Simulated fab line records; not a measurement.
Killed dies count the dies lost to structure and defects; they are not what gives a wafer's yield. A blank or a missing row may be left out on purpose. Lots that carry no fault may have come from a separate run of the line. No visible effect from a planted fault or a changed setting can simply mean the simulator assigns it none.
Matching of chambers    flow nand_harc    3 sister chambers for NHARC_P_M2_PRE_CLEAN_32 on pecvd-04
The step time 12 s. 6 wafers are shown with their chamber, then 7 later ones without.

## EACH WAFER AND ITS CHAMBER
wafer   chamber  heater_power_w (W)
L085.1  1        506
L086.1  0        725
L086.2  2        723
L086.5  2        713
L091.2  1        591
L091.4  0        718

## WAFERS WITHOUT THEIR CHAMBER
wafer   heater_power_w (W)
L091.5  570
L092.2  704
L092.3  799
L092.4  708
L092.1  537
L092.5  549
L092.6  780

## WHICH CHAMBER EACH WENT THROUGH
wafer   from the rows above      in truth
L091.5  1                        1
L092.2  can't be placed: 2 or 0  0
L092.3  can't be placed: 0 or 2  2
L092.4  can't be placed: 2 or 0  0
L092.1  1                        1
L092.5  1                        1
L092.6  can't be placed: 0 or 2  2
Placed correctly: 3 of 7. Cannot be placed on the basis of these rows: 4; the candidates contain the true chamber in 4. Placed wrongly: 0.
How it was worked out, from the rows above alone: a wafer's distance from a chamber is the root of the sum, over the readings, of the square of ((its reading less the chamber's mean) divided by the reading's scatter). The wafer belongs to the nearest chamber; if the next one is less than 2 further off, it can't be placed. Each chamber's mean is taken over the wafers shown for it. The scatter: the root of (the sum of the squares of (reading less its chamber's mean) over the shown wafers, divided by (wafers less chambers)).
